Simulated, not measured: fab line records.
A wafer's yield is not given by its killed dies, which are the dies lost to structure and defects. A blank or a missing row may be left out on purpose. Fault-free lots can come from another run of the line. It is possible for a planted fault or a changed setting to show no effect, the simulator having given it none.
fab line records + flow n5Finfet
record
- lots=6
- wafers=18
- lastDay=15
route steps=1938 shown BEOL_M0_SAQP@635 BEOL_M4@1111 PASSIVATION@1936
lots that met no fault: taken from a fault-free run of the same line
startH: hours from the record's opening day to when the first of the lot's shown wafers began + waitH: time in hours since the lot's previous step + " repeats the value in the row above + L1.1+2: several wafers, shown together as one row + - no value, or no start given + * or withheld: withheld + < > ~ a bound
route shown NAME@n: names a module that has steps shown in the file, with the first one's number in the route + usual: average and standard deviation across the fault-free wafers + same: alike in all rows + chamber/n: place in a boat + sites: per-site readings + _std_site: how widely they spread, as a standard deviation + _edge_site: outer sites' mean less inner sites' + radiusMm: for every site, how far away it sits from the centre of the wafer + mask NAME#n: copy n + behind: tool/chamber where the wafer was last shaped + hold: the reason the lot was held/the length of the hold in hours/how it ended + device: which transistor (n, p or np) failed to switch + end of line: the same wafers' tests at the end of the route + a step given without rows: its recipe and nothing more + killed: not the wafer's yield, but the dies lost to structure and defects at the first sort + map: shows each die of a wafer: x if killed, . if not, _ if none is there
set.NAME: the setting the step ran with; set.NAME@STEP: the setting that earlier step ran with + model.NAME: the simulator's own value behind a step, which no gauge read
lots at some steps of the route; a table a step, a row a wafer
services: from which hour (startH, from the record's first day; less than 0 if before it) a tool's chamber was out of use, for how many hours, and why
## steps
# step N5_BEOL_M0_SAQP_PECVD_03
# recipe
- material=SiCN
- targetThkA=120
- tempC=withheld
- precursor=3MS/NH3
- pressureTorr=3
- rfW=202
- timeS=21.1
# usual
- chamberPressureTorr=3.000/0.0065
- showerheadPlenumPTorr=3.669/0.0087
- throttleValvePct=9.0/0.52
| lot.wafer | tool     | chamber | startH | waitH | chamberPressureTorr | showerheadPlenumPTorr | throttleValvePct |
|-----------|----------|---------|--------|-------|---------------------|-----------------------|------------------|
| L743.1    | pecvd-01 | 2       | 134.91 | 0.1   | 2.994               | 3.663                 | 8.4              |
| L743.2    | "        | 0       | "      | "     | 3.001               | 3.650                 | 8.7              |
| L743.5    | "        | 2       | "      | "     | 2.994               | 3.671                 | 8.5              |
| L744.2    | pecvd-01 | 0       | 137.93 | 0.1   | 2.996               | 3.667                 | 8.8              |
| L744.3    | "        | 1       | "      | "     | 2.990               | 3.674                 | 9.3              |
| L744.5    | "        | 2       | "      | "     | 2.991               | 3.667                 | 8.6              |
| L745.4    | pecvd-04 | 2       | 141.25 | 0.1   | 3.007               | 3.683                 | 8.9              |
| L745.5    | "        | 1       | "      | "     | 2.989               | 3.663                 | 9.7              |
| L745.6    | "        | 0       | "      | "     | 3.003               | 3.685                 | 9.7              |
| L749.3    | pecvd-01 | 1       | 168.21 | 0.1   | 3.005               | 3.676                 | 9.3              |
| L749.4    | "        | 1       | "      | "     | 3.000               | 3.685                 | 9.7              |
| L749.6    | "        | 2       | "      | "     | 2.997               | 3.668                 | 8.2              |
| L752.4    | pecvd-01 | 1       | 190.89 | 0.1   | 2.997               | 3.684                 | 9.3              |
| L752.5    | "        | 0       | "      | "     | 2.999               | 3.656                 | 8.9              |
| L752.6    | "        | 2       | "      | "     | 2.994               | 3.672                 | 8.5              |
| L753.4    | pecvd-02 | 0       | 192.96 | 0.1   | 3.003               | 3.662                 | 9.0              |
| L753.5    | "        | 2       | "      | "     | 2.992               | 3.665                 | 8.3              |
| L753.6    | "        | 1       | "      | "     | 2.995               | 3.675                 | 8.5              |
# step N5_BEOL_M0_SAQP_PECVD_96
# recipe
- material=a-Si
- targetThkA=450
- tempC=350
- precursor=SiH4/He
- pressureTorr=3
- rfW=100
- timeS=45.2
# usual
- chamberPressureTorr=3.000/0.0064
- heaterPowerW=665/93
- showerheadPlenumPTorr=5.686/0.028
- susceptorTempC=350.00/0.21
- throttleValvePct=18.0/1
| lot.wafer | tool     | chamber | startH | waitH | chamberPressureTorr | heaterPowerW | showerheadPlenumPTorr | susceptorTempC | throttleValvePct |
|-----------|----------|---------|--------|-------|---------------------|--------------|-----------------------|----------------|------------------|
| L743.1    | pecvd-01 | 2       | 134.94 | 0.0   | 3.005               | 590          | 5.680                 | 349.88         | 17.0             |
| L743.2    | "        | 0       | "      | "     | 3.003               | 778          | 5.652                 | 350.07         | 17.5             |
| L743.5    | "        | 2       | "      | "     | 3.009               | 574          | 5.684                 | 349.88         | 16.9             |
| L744.2    | pecvd-01 | 0       | 137.96 | 0.0   | 2.997               | 830          | 5.657                 | 350.28         | 17.7             |
| L744.3    | "        | 1       | "      | "     | 3.009               | 709          | 5.697                 | 350.13         | 18.7             |
| L744.5    | "        | 2       | "      | "     | 2.998               | 531          | 5.684                 | 349.82         | 16.9             |
| L745.4    | pecvd-04 | 2       | 141.29 | 0.0   | 3.002               | 652          | 5.693                 | 349.91         | 18.4             |
| L745.5    | "        | 1       | "      | "     | 3.001               | 748          | 5.633                 | 350.29         | 19.0             |
| L745.6    | "        | 0       | "      | "     | 3.005               | 657          | 5.734                 | 349.85         | 20.1             |
| L749.3    | pecvd-01 | 1       | 168.24 | 0.0   | 3.000               | 696          | 5.707                 | 349.81         | 18.8             |
| L749.4    | "        | 1       | "      | "     | 3.006               | 703          | 5.697                 | 350.05         | 18.7             |
| L749.6    | "        | 2       | "      | "     | 3.003               | 518          | 5.690                 | 349.82         | 17.0             |
| L752.4    | pecvd-01 | 1       | 190.93 | 0.0   | 3.010               | 713          | 5.701                 | 349.92         | 18.9             |
| L752.5    | "        | 0       | "      | "     | 3.001               | 774          | 5.663                 | 349.82         | 17.5             |
| L752.6    | "        | 2       | "      | "     | 3.013               | 548          | 5.694                 | 349.82         | 17.2             |
| L753.4    | pecvd-02 | 0       | 193.00 | 0.0   | 3.003               | 683          | 5.676                 | 350.17         | 17.8             |
| L753.5    | "        | 2       | "      | "     | 2.992               | 639          | 5.675                 | 349.93         | 16.5             |
| L753.6    | "        | 1       | "      | "     | 2.999               | 480          | 5.722                 | 350.15         | 17.4             |
# step N5_BEOL_M0_SAQP_PECVD_97
# recipe
- material=SiNx
- targetThkA=230
- tempC=350
- precursor=SiH4/NH3/N2
- pressureTorr=1.5
- rfW=300
- timeS=19.9
# usual
- chamberPressureTorr=1.500/0.0032
- heaterPowerW=598/96
- showerheadPlenumPTorr=5.17/0.04
- susceptorTempC=349.98/0.21
- throttleValvePct=39.5/2.3
| lot.wafer | tool     | chamber | startH | waitH | chamberPressureTorr | heaterPowerW | showerheadPlenumPTorr | susceptorTempC | throttleValvePct |
|-----------|----------|---------|--------|-------|---------------------|--------------|-----------------------|----------------|------------------|
| L743.1    | pecvd-01 | 2       | 134.99 | 0.0   | 1.497               | 526          | 5.16                  | 350.13         | 37.3             |
| L743.2    | "        | 0       | "      | "     | 1.502               | 674          | 5.12                  | 349.96         | 38.4             |
| L743.5    | "        | 2       | "      | "     | 1.501               | 506          | 5.17                  | 350.03         | 37.2             |
| L744.2    | pecvd-01 | 0       | 138.01 | 0.0   | 1.501               | 769          | 5.12                  | 350.38         | 38.5             |
| L744.3    | "        | 1       | "      | "     | 1.499               | 637          | 5.20                  | 350.09         | 41.5             |
| L744.5    | "        | 2       | "      | "     | 1.497               | 524          | 5.17                  | 349.84         | 37.3             |
| L745.4    | pecvd-04 | 2       | 141.33 | 0.0   | 1.496               | 574          | 5.20                  | 350.06         | 39.9             |
| L745.5    | "        | 1       | "      | "     | 1.503               | 642          | 5.09                  | 350.08         | 41.5             |
| L745.6    | "        | 0       | "      | "     | 1.499               | 568          | 5.23                  | 350.26         | 43.6             |
| L749.3    | pecvd-01 | 1       | 168.29 | 0.0   | 1.505               | 574          | 5.21                  | 349.95         | 41.3             |
| L749.4    | "        | 1       | "      | "     | 1.501               | 567          | 5.19                  | 350.24         | 41.3             |
| L749.6    | "        | 2       | "      | "     | 1.499               | 520          | 5.18                  | 349.97         | 37.3             |
| L752.4    | pecvd-01 | 1       | 190.97 | 0.0   | 1.503               | 599          | 5.20                  | 349.84         | 41.2             |
| L752.5    | "        | 0       | "      | "     | 1.497               | 763          | 5.13                  | 350.22         | 38.1             |
| L752.6    | "        | 2       | "      | "     | 1.504               | 552          | 5.18                  | 350.04         | 37.9             |
| L753.4    | pecvd-02 | 0       | 193.04 | 0.0   | 1.507               | 631          | 5.16                  | 349.66         | 38.9             |
| L753.5    | "        | 2       | "      | "     | 1.498               | 648          | 5.15                  | 350.11         | 36.2             |
| L753.6    | "        | 1       | "      | "     | 1.499               | 436          | 5.22                  | 349.76         | 37.7             |
# step N5_BEOL_M0_SAQP_PECVD_04
# recipe
- material=a-Si
- targetThkA=600
- tempC=350
- precursor=SiH4/He
- pressureTorr=3
- rfW=100
- timeS=60.2
# usual
- chamberPressureTorr=3.000/0.0067
- heaterPowerW=663/99
- showerheadPlenumPTorr=5.684/0.028
- susceptorTempC=350.04/0.2
- throttleValvePct=18.0/1
| lot.wafer | tool     | chamber | startH | waitH | chamberPressureTorr | heaterPowerW | showerheadPlenumPTorr | susceptorTempC | throttleValvePct |
|-----------|----------|---------|--------|-------|---------------------|--------------|-----------------------|----------------|------------------|
| L743.1    | pecvd-01 | 2       | 135.03 | 0.0   | 3.000               | 596          | 5.677                 | 350.02         | 16.7             |
| L743.2    | "        | 0       | "      | "     | 3.005               | 760          | 5.664                 | 349.79         | 17.3             |
| L743.5    | "        | 2       | "      | "     | 2.992               | 570          | 5.691                 | 350.10         | 16.8             |
| L744.2    | pecvd-01 | 0       | 138.05 | 0.0   | 3.013               | 772          | 5.644                 | 350.20         | 17.3             |
| L744.3    | "        | 1       | "      | "     | 2.998               | 669          | 5.696                 | 350.08         | 18.8             |
| L744.5    | "        | 2       | "      | "     | 2.995               | 588          | 5.691                 | 349.94         | 17.2             |
| L745.4    | pecvd-04 | 2       | 141.38 | 0.0   | 3.008               | 625          | 5.692                 | 350.07         | 18.0             |
| L745.5    | "        | 1       | "      | "     | 2.996               | 739          | 5.628                 | 350.08         | 19.0             |
| L745.6    | "        | 0       | "      | "     | 3.000               | 602          | 5.724                 | 349.92         | 20.2             |
| L749.3    | pecvd-01 | 1       | 168.33 | 0.0   | 2.982               | 645          | 5.710                 | 349.98         | 19.0             |
| L749.4    | "        | 1       | "      | "     | 2.998               | 647          | 5.698                 | 349.80         | 18.9             |
| L749.6    | "        | 2       | "      | "     | 2.999               | 531          | 5.694                 | 350.04         | 17.3             |
| L752.4    | pecvd-01 | 1       | 191.02 | 0.0   | 3.003               | 660          | 5.722                 | 349.93         | 18.8             |
| L752.5    | "        | 0       | "      | "     | 3.006               | 891          | 5.660                 | 349.92         | 17.4             |
| L752.6    | "        | 2       | "      | "     | 3.002               | 590          | 5.703                 | 349.51         | 17.1             |
| L753.4    | pecvd-02 | 0       | 193.09 | 0.0   | 3.006               | 755          | 5.677                 | 350.18         | 17.6             |
| L753.5    | "        | 2       | "      | "     | 3.002               | 738          | 5.669                 | 350.26         | 16.5             |
| L753.6    | "        | 1       | "      | "     | 3.001               | 483          | 5.700                 | 349.98         | 17.2             |
# step N5_BEOL_M0_SAQP_THK_MEAS_05
# usual
- thkNm=59.9/0.89
| lot.wafer | tool         | chamber | startH | waitH | thkNm |
|-----------|--------------|---------|--------|-------|-------|
| L743.1    | filmMetro-02 | -       | 135.12 | 0.1   | 59.7  |
| L743.2    | "            | -       | "      | "     | 61.0  |
| L743.5    | "            | -       | "      | "     | 60.5  |
| L744.2    | filmMetro-02 | -       | 138.14 | 0.1   | 61.9  |
| L744.3    | "            | -       | "      | "     | 60.1  |
| L744.5    | "            | -       | "      | "     | 60.0  |
| L745.4    | filmMetro-02 | -       | 141.45 | 0.0   | 60.6  |
| L745.5    | "            | -       | "      | "     | 59.8  |
| L745.6    | "            | -       | "      | "     | 60.9  |
| L749.3    | filmMetro-02 | -       | 168.42 | 0.1   | 58.3  |
| L749.4    | "            | -       | "      | "     | 59.8  |
| L749.6    | "            | -       | "      | "     | 60.1  |
| L752.4    | filmMetro-02 | -       | 191.09 | 0.0   | 61.0  |
| L752.5    | "            | -       | "      | "     | 60.6  |
| L752.6    | "            | -       | "      | "     | 60.0  |
| L753.4    | filmMetro-01 | -       | 193.16 | 0.0   | 59.5  |
| L753.5    | "            | -       | "      | "     | 59.0  |
| L753.6    | "            | -       | "      | "     | 60.7  |
# step N5_BEOL_M0_SAQP_HM_DEP_111
# recipe
- material=SiO2
- targetThkA=120
- tempC=400
- precursor=SiH4/N2O
- pressureTorr=0.75
- rfW=275
- timeS=7.2
# usual
- chamberPressureTorr=0.7500/0.0016
- heaterPowerW=832/130
- showerheadPlenumPTorr=8.20/0.076
- susceptorTempC=399.97/0.22
| lot.wafer | tool     | chamber | startH | waitH | chamberPressureTorr | heaterPowerW | showerheadPlenumPTorr | susceptorTempC |
|-----------|----------|---------|--------|-------|---------------------|--------------|-----------------------|----------------|
| L743.1    | pecvd-02 | 0       | 135.16 | 0.0   | 0.7489              | 932          | 8.18                  | 400.23         |
| L743.2    | "        | 2       | "      | "     | 0.7496              | 796          | 8.18                  | 399.65         |
| L743.5    | "        | 0       | "      | "     | 0.7480              | 920          | 8.18                  | 400.03         |
| L744.2    | pecvd-02 | 1       | 138.18 | 0.0   | 0.7519              | 627          | 8.27                  | 399.86         |
| L744.3    | "        | 2       | "      | "     | 0.7520              | 928          | 8.15                  | 399.95         |
| L744.5    | "        | 2       | "      | "     | 0.7496              | 891          | 8.18                  | 400.05         |
| L745.4    | pecvd-02 | 2       | 141.51 | 0.1   | 0.7533              | 827          | 8.18                  | 400.00         |
| L745.5    | "        | 2       | "      | "     | 0.7500              | 841          | 8.16                  | 400.01         |
| L745.6    | "        | 0       | "      | "     | 0.7524              | 988          | 8.18                  | 400.33         |
| L749.3    | pecvd-04 | 2       | 168.46 | 0.0   | 0.7492              | 748          | 8.24                  | 399.90         |
| L749.4    | "        | 2       | "      | "     | 0.7486              | 759          | 8.25                  | 399.89         |
| L749.6    | "        | 0       | "      | "     | 0.7486              | 838          | 8.30                  | 399.88         |
| L752.4    | pecvd-04 | 2       | 191.15 | 0.1   | 0.7480              | 737          | 8.23                  | 400.14         |
| L752.5    | "        | 1       | "      | "     | 0.7504              | 971          | 8.04                  | 399.72         |
| L752.6    | "        | 0       | "      | "     | 0.7487              | 786          | 8.28                  | 400.09         |
| L753.4    | pecvd-01 | 1       | 193.22 | 0.1   | 0.7515              | 840          | 8.28                  | 400.08         |
| L753.5    | "        | 0       | "      | "     | 0.7510              | 1060         | 8.12                  | 400.05         |
| L753.6    | "        | 2       | "      | "     | 0.7499              | 711          | 8.20                  | 399.90         |
# step N5_BEOL_M0_SAQP_COAT_81
# recipe
- resist=SOC
- tempC=250
- timeS=60
- spinRpm=1500
- resistThkNm=100
# step N5_BEOL_M0_SAQP_COAT_82
# recipe
- resist=SiARC
- tempC=220
- timeS=60
- spinRpm=1500
- resistThkNm=30
# step N5_BEOL_M0_SAQP_COAT_08
# recipe
- resist=CAR-ArF
- spinRpm=1500
- resistThkNm=90
# step N5_BEOL_M0_SAQP_EBR_10
# recipe
- solvent=PGMEA
- ebrWidthMm=1.5
# step N5_BEOL_M0_SAQP_SOFTBAKE_09
# recipe
- tempC=110
- timeS=60
- resist=CAR-ArF
# step N5_BEOL_M0_SAQP_EXPOSE_11
# recipe
- maskId=M0_CORE
- na=1.35
- sourceShape=dipole
- sigmaInner=0.538
- sigmaOuter=0.738
- polarization=te
- targetCdNm=42
- doseMj=55
# step N5_BEOL_M0_SAQP_PEB_12
# recipe
- pebTempC=withheld
- pebTimeS=60
- resist=CAR-ArF
# usual
- exhaustPa=45.0/0.71
| lot.wafer | tool          | chamber | startH | waitH | exhaustPa |
|-----------|---------------|---------|--------|-------|-----------|
| L743.1    | lithoTrack-05 | 0       | 135.54 | 0.1   | 44.7      |
| L743.2    | "             | 0       | "      | "     | 44.9      |
| L743.5    | "             | 0       | "      | "     | 44.3      |
| L744.2    | lithoTrack-05 | 0       | 138.43 | 0.0   | 45.6      |
| L744.3    | "             | 0       | "      | "     | 45.3      |
| L744.5    | "             | 0       | "      | "     | 46.7      |
| L745.4    | lithoTrack-05 | 0       | 141.89 | 0.0   | 44.8      |
| L745.5    | "             | 0       | "      | "     | 44.8      |
| L745.6    | "             | 0       | "      | "     | 45.6      |
| L749.3    | lithoTrack-03 | 0       | 168.84 | 0.0   | 44.6      |
| L749.4    | "             | 0       | "      | "     | 44.5      |
| L749.6    | "             | 0       | "      | "     | 44.0      |
| L752.4    | lithoTrack-02 | 0       | 191.50 | 0.0   | 43.9      |
| L752.5    | "             | 0       | "      | "     | 45.3      |
| L752.6    | "             | 0       | "      | "     | 44.6      |
| L753.4    | lithoTrack-03 | 0       | 193.45 | 0.0   | 44.8      |
| L753.5    | "             | 0       | "      | "     | 45.5      |
| L753.6    | "             | 0       | "      | "     | 46.2      |
# step N5_BEOL_M0_SAQP_DEVELOP_13
# recipe
- developTimeS=30
- developer=TMAH
- resist=CAR-ArF
- devTempC=23
- rinseLiquid=diw
- dry=airSpin
# step N5_BEOL_M0_SAQP_CD_MEAS_14
# recipe
- targetCdNm=42.5
- landingEnergyEv=500
- detector=seInlens
# usual
- cdNm=42.6/0.39
| lot.wafer | tool     | chamber | startH | waitH | cdNm |
|-----------|----------|---------|--------|-------|------|
| L743.1    | cdSem-02 | 0       | 135.61 | -     | 42.5 |
| L743.2    | "        | 0       | "      | "     | 42.4 |
| L743.5    | "        | 0       | "      | "     | 42.9 |
| L744.2    | cdSem-03 | 0       | 138.50 | -     | 44.9 |
| L744.3    | "        | 0       | "      | "     | 44.7 |
| L744.5    | "        | 0       | "      | "     | 45.1 |
| L745.4    | cdSem-01 | 0       | 141.96 | -     | 45.6 |
| L745.5    | "        | 0       | "      | "     | 44.8 |
| L745.6    | "        | 0       | "      | "     | 45.3 |
| L749.3    | cdSem-03 | 0       | 168.91 | -     | 43.0 |
| L749.4    | "        | 0       | "      | "     | 42.9 |
| L749.6    | "        | 0       | "      | "     | 42.7 |
| L752.4    | cdSem-03 | 0       | 191.57 | -     | 42.5 |
| L752.5    | "        | 0       | "      | "     | 43.0 |
| L752.6    | "        | 0       | "      | "     | 43.2 |
| L753.4    | cdSem-01 | 0       | 193.52 | -     | 42.3 |
| L753.5    | "        | 0       | "      | "     | 42.9 |
| L753.6    | "        | 0       | "      | "     | 42.9 |
# step N5_BEOL_M0_SAQP_OVL_MEAS_15
# recipe
- pointsPerWafer=44
# usual
- M0_CORE_OVL=-0.3/0.82
| lot.wafer | tool       | chamber | startH | waitH | M0_CORE_OVL[nm] |
|-----------|------------|---------|--------|-------|-----------------|
| L743.1    | overlay-01 | 0       | 135.64 | 0.0   | 0.5             |
| L743.2    | "          | 0       | "      | "     | -0.7            |
| L743.5    | "          | 0       | "      | "     | -0.2            |
| L744.2    | overlay-02 | 0       | 138.53 | 0.0   | 0.3             |
| L744.3    | "          | 0       | "      | "     | 0.4             |
| L744.5    | "          | 0       | "      | "     | -0.3            |
| L745.4    | overlay-02 | 0       | 141.98 | 0.0   | -1.8            |
| L745.5    | "          | 0       | "      | "     | -1.4            |
| L745.6    | "          | 0       | "      | "     | -1.2            |
| L749.3    | overlay-01 | 0       | 168.94 | 0.0   | -0.8            |
| L749.4    | "          | 0       | "      | "     | -0.2            |
| L749.6    | "          | 0       | "      | "     | -0.8            |
| L752.4    | overlay-02 | 0       | 191.60 | 0.0   | -1.1            |
| L752.5    | "          | 0       | "      | "     | -0.4            |
| L752.6    | "          | 0       | "      | "     | -1.1            |
| L753.4    | overlay-01 | 0       | 193.54 | 0.0   | 1.4             |
| L753.5    | "          | 0       | "      | "     | 0.6             |
| L753.6    | "          | 0       | "      | "     | 1.0             |
# step N5_BEOL_M4_RC_MEAS_101
# usual
- DIBL_N=36.4/2
- DIBL_P=36.1/2.5
- IOFF_N=0.16/0.037
- IOFF_P=0.20/0.038
- ION_N=670/13
- ION_P=459/8.3
- SS_N=71.6/0.69
- SS_P=73.3/0.72
- VT_N=250/3.4
- VT_P=-251/3.1
| lot.wafer | tool      | chamber | startH | waitH | DIBL_N[mV/V] | DIBL_P[mV/V] | IOFF_N[nA/um] | IOFF_P[nA/um] | ION_N[uA/um] | ION_P[uA/um] | SS_N[mV/dec] | SS_P[mV/dec] | VT_N[mV] | VT_P[mV] |
|-----------|-----------|---------|--------|-------|--------------|--------------|---------------|---------------|--------------|--------------|--------------|--------------|----------|----------|
| L743.1    | prober-01 | 0       | 189.93 | 0.0   | 36.9         | 38.6         | 0.17          | 0.25          | 685          | 470          | 71.4         | 73.2         | 247      | -247     |
| L743.2    | "         | 0       | "      | "     | 35.2         | 35.8         | 0.14          | 0.20          | 668          | 464          | 71.0         | 72.5         | 247      | -248     |
| L743.5    | "         | 0       | "      | "     | 36.7         | 37.1         | 0.17          | 0.23          | 653          | 457          | 71.8         | 73.6         | 251      | -246     |
| L744.2    | prober-01 | 0       | 195.90 | 0.2   | 36.9         | 35.3         | 0.16          | 0.17          | 675          | 452          | 71.8         | 72.8         | 252      | -255     |
| L744.3    | "         | 0       | "      | "     | 35.1         | 34.6         | 0.14          | 0.17          | 664          | 454          | 71.5         | 73.3         | 250      | -253     |
| L744.5    | "         | 0       | "      | "     | 36.0         | 35.1         | 0.15          | 0.17          | 661          | 444          | 71.8         | 73.1         | 250      | -255     |
| L745.4    | prober-01 | 0       | 203.89 | 0.8   | 34.7         | 35.1         | 0.16          | 0.21          | 682          | 466          | 71.2         | 73.4         | 246      | -248     |
| L745.5    | "         | 0       | "      | "     | 33.2         | 32.1         | 0.12          | 0.16          | 649          | 448          | 71.2         | 72.6         | 255      | -253     |
| L745.6    | "         | 0       | "      | "     | 35.5         | 36.3         | 0.17          | 0.21          | 677          | 460          | 71.4         | 73.4         | 249      | -249     |
| L749.3    | prober-02 | 0       | 220.88 | 1.3   | 39.2         | 40.1         | 0.22          | 0.25          | 700          | 466          | 72.5         | 73.7         | 245      | -249     |
| L749.4    | "         | 0       | "      | "     | 35.1         | 34.6         | 0.12          | 0.16          | 647          | 444          | 70.7         | 72.2         | 254      | -254     |
| L749.6    | "         | 0       | "      | "     | 35.6         | 33.8         | 0.14          | 0.16          | 660          | 448          | 71.5         | 72.4         | 252      | -253     |
| L753.4    | prober-01 | 0       | 244.36 | 0.5   | 33.6         | 30.8         | 0.10          | 0.15          | 651          | 451          | 70.8         | 71.6         | 256      | -254     |
| L753.5    | "         | 0       | "      | "     | 37.2         | 35.7         | 0.14          | 0.23          | 667          | 464          | 71.6         | 72.9         | 251      | -249     |
| L753.6    | "         | 0       | "      | "     | 34.4         | 30.3         | 0.11          | 0.15          | 654          | 452          | 70.1         | 71.6         | 253      | -255     |
| L752.4    | prober-02 | 0       | 247.03 | 0.5   | 35.8         | 36.1         | 0.16          | 0.19          | 674          | 453          | 71.4         | 73.7         | 249      | -252     |
| L752.5    | "         | 0       | "      | "     | 33.7         | 32.2         | 0.11          | 0.14          | 645          | 445          | 71.9         | 72.4         | 258      | -258     |
| L752.6    | "         | 0       | "      | "     | 37.3         | 38.0         | 0.18          | 0.22          | 681          | 461          | 73.0         | 73.8         | 247      | -250     |
# step N5_PASSIVATION_PROBE_49
# usual
- defectLimitedYield=91.2/1.6
- killed_at_M0_to_M3=34/11
- killed_at_M4_up=13/5.2
- killedAtContacts=13/6.3
- killedAtFrontEnd=40/14
- killedAtOther=3.2/2.4
- killedDies=104/19
- killedOpen=69/14
- killedShort=32/7.5
- sort_bin_5_function=5.3/1.1
- sort_bin_6_memory=3.2/0.73
- sort_bin_8_speed=0.01/0.038
- sortNPass=1076/19
- sortYieldPct=91.2/1.6
# same
- grossDies=1180
- killedAtBackSide=0
- sort_bin_4_leakage[%]=0
| lot.wafer | tool      | chamber | startH | waitH | defectLimitedYield[%] | killed_at_M0_to_M3 | killed_at_M4_up | killedAtContacts | killedAtFrontEnd | killedAtOther | killedDies | killedOpen | killedShort | sort_bin_5_function[%] | sort_bin_6_memory[%] | sort_bin_8_speed[%] | sortNPass | sortYieldPct[%] |
|-----------|-----------|---------|--------|-------|-----------------------|--------------------|-----------------|------------------|------------------|---------------|------------|------------|-------------|------------------------|----------------------|---------------------|-----------|-----------------|
| L744.2    | prober-02 | -       | 292.68 | 0.1   | 92.0                  | 30                 | 6               | 9                | 47               | 2             | 94         | 72         | 20          | 4.4                    | 3.1                  | 0                   | 1086      | 92.0            |
| L744.3    | prober-02 | -       | 292.73 | 0.1   | 94.0                  | 19                 | 15              | 2                | 33               | 2             | 71         | 48         | 21          | 3.5                    | 2.3                  | 0                   | 1109      | 94.0            |
| L743.1    | prober-01 | -       | 296.91 | 0.0   | 92.9                  | 34                 | 6               | 14               | 24               | 6             | 84         | 51         | 29          | 4.0                    | 2.9                  | 0                   | 1096      | 92.9            |
| L743.2    | prober-01 | -       | 296.96 | 0.1   | 90.1                  | 59                 | 11              | 19               | 28               | 0             | 117        | 73         | 41          | 6.6                    | 3.1                  | 0                   | 1063      | 90.1            |
| L743.5    | prober-01 | -       | 297.11 | 0.2   | 92.2                  | 30                 | 14              | 16               | 27               | 5             | 92         | 64         | 27          | 4.8                    | 2.6                  | 0                   | 1088      | 92.2            |
| L745.6    | prober-01 | -       | 315.19 | 0.3   | 91.9                  | 32                 | 10              | 24               | 24               | 5             | 95         | 65         | 28          | 4.4                    | 3.6                  | 0                   | 1085      | 91.9            |
| L752.4    | prober-02 | -       | 349.87 | 0.2   | 91.4                  | 37                 | 15              | 18               | 27               | 5             | 102        | 70         | 27          | 5.5                    | 2.9                  | 0                   | 1078      | 91.4            |
| L752.5    | prober-02 | -       | 349.92 | 0.2   | 92.4                  | 27                 | 13              | 18               | 29               | 3             | 90         | 63         | 27          | 3.9                    | 3.6                  | 0                   | 1090      | 92.4            |
| L752.6    | prober-02 | -       | 349.97 | 0.3   | 93.8                  | 18                 | 6               | 11               | 36               | 2             | 73         | 48         | 23          | 4.1                    | 1.9                  | 0                   | 1107      | 93.8            |
# killed by level:class
L744.2 FIN_SAQP:geometricParticle:open=13 STI_FIN_REVEAL:geometricParticle:open=10 BEOL_M1:geometricParticle:open=10 BEOL_M3:geometricParticle:open=9 MOL_CONTACT_COAG:geometricParticle:open=8 FIN_SAQP:geometricParticle:short=6 BEOL_M0_SAQP:geometricParticle:open=5 STARTING-WAFER:geometricParticle:open=5
L744.3 FIN_SAQP:geometricParticle:short=7 BEOL_M1:geometricParticle:open=7 FIN_SAQP:geometricParticle:open=5 BEOL_M5:geometricParticle:open=5 STI_FIN_REVEAL:geometricParticle:open=4 BEOL_M3:geometricParticle:open=4 BEOL_M4:geometricParticle:open=4 GATE_CUT:geometricParticle:short=3
L743.1 MOL_CONTACT_COAG:geometricParticle:open=13 BEOL_M0_SAQP:geometricParticle:short=11 STI_FIN_REVEAL:geometricParticle:open=8 BEOL_M0_SAQP:geometricParticle:open=7 BEOL_M3:geometricParticle:open=6 BEOL_M1:geometricParticle:open=3 PASS1_DEP:geometricParticle:open=3 STARTING-WAFER:geometricParticle:short=3
L743.2 BEOL_M3:geometricParticle:open=16 MOL_CONTACT_COAG:geometricParticle:open=12 BEOL_M0_SAQP:geometricParticle:short=11 STI_FIN_REVEAL:geometricParticle:open=7 BEOL_M1:geometricParticle:open=7 MOL_CONTACT_COAG:geometricParticle:short=6 BEOL_M3:geometricParticle:short=6 BEOL_M2:geometricParticle:open=6
L743.5 MOL_CONTACT_COAG:geometricParticle:open=13 BEOL_M3:geometricParticle:open=9 BEOL_M4:geometricParticle:open=9 STI_FIN_REVEAL:geometricParticle:open=7 BEOL_M1:geometricParticle:open=7 ILD0:geometricParticle:open=4 ILD0:geometricParticle:short=4 STARTING-WAFER:geometricParticle:short=4
L745.6 MOL_CONTACT_COAG:geometricParticle:open=18 STI_FIN_REVEAL:geometricParticle:open=8 BEOL_M0_SAQP:geometricParticle:short=7 BEOL_M3:geometricParticle:open=7 STARTING-WAFER:geometricParticle:open=6 MOL_CONTACT_COAG:geometricParticle:short=6 BEOL_M0_SAQP:geometricParticle:open=6 BEOL_M1:geometricParticle:open=3
L752.4 MOL_CONTACT_COAG:geometricParticle:open=14 BEOL_M2:geometricParticle:open=10 FIN_SAQP:geometricParticle:open=9 BEOL_M4:geometricParticle:open=7 BEOL_M1:geometricParticle:open=6 BEOL_M0_SAQP:geometricParticle:short=5 STI_FIN_REVEAL:geometricParticle:open=4 BEOL_M0_SAQP:geometricParticle:open=4
L752.5 MOL_CONTACT_COAG:geometricParticle:open=17 BEOL_M2:geometricParticle:open=8 BEOL_M4:geometricParticle:open=8 BEOL_M0_SAQP:geometricParticle:open=6 STI_FIN_REVEAL:geometricParticle:open=4 STI_FIN_REVEAL:geometricParticle:short=4 ILD0:geometricParticle:short=4 GATE_CUT:geometricParticle:short=4
L752.6 MOL_CONTACT_COAG:geometricParticle:open=8 BEOL_M2:geometricParticle:open=7 FIN_SAQP:geometricParticle:open=5 FIN_SAQP:geometricParticle:short=4 STI_FIN_REVEAL:geometricParticle:open=4 DUMMY_GATE:geometricParticle:open=4 BEOL_M3:geometricParticle:open=4 STARTING-WAFER:geometricParticle:short=4
## services
| tool     | chamber | startH | hours | kind          |
|----------|---------|--------|-------|---------------|
| pecvd-01 | 1       | 126.99 | 2.1   | scheduledDown |
| pecvd-01 | -       | 127.62 | 5.5   | pm            |
| pecvd-02 | 1       | 139.84 | 2.1   | scheduledDown |
## key
firstSign
- step=N5_BEOL_M0_SAQP_CD_MEAS_14
- reading=cdNm
- direction=up
- sigmas=6.4
- usual=42.6
- struck=45.1
effect none on later readings
metAt N5_BEOL_M0_SAQP_PEB_12
struckWafers L744.2,L744.3,L744.5,L745.4,L745.5,L745.6
onsetBetween 135.54 138.43
alsoFits N5_BEOL_M0_SAQP_HM_DEP_111:pecvd-02
fault
- kind=processParameterDrift
- tool=lithoTrack-05
- chamber=-
- onsetH=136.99
- steps=N5_BEOL_M0_SAQP_PEB_12
- channel=pebTempC
- offset=withheld
- shape=step
- endH=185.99
- actsIn=*
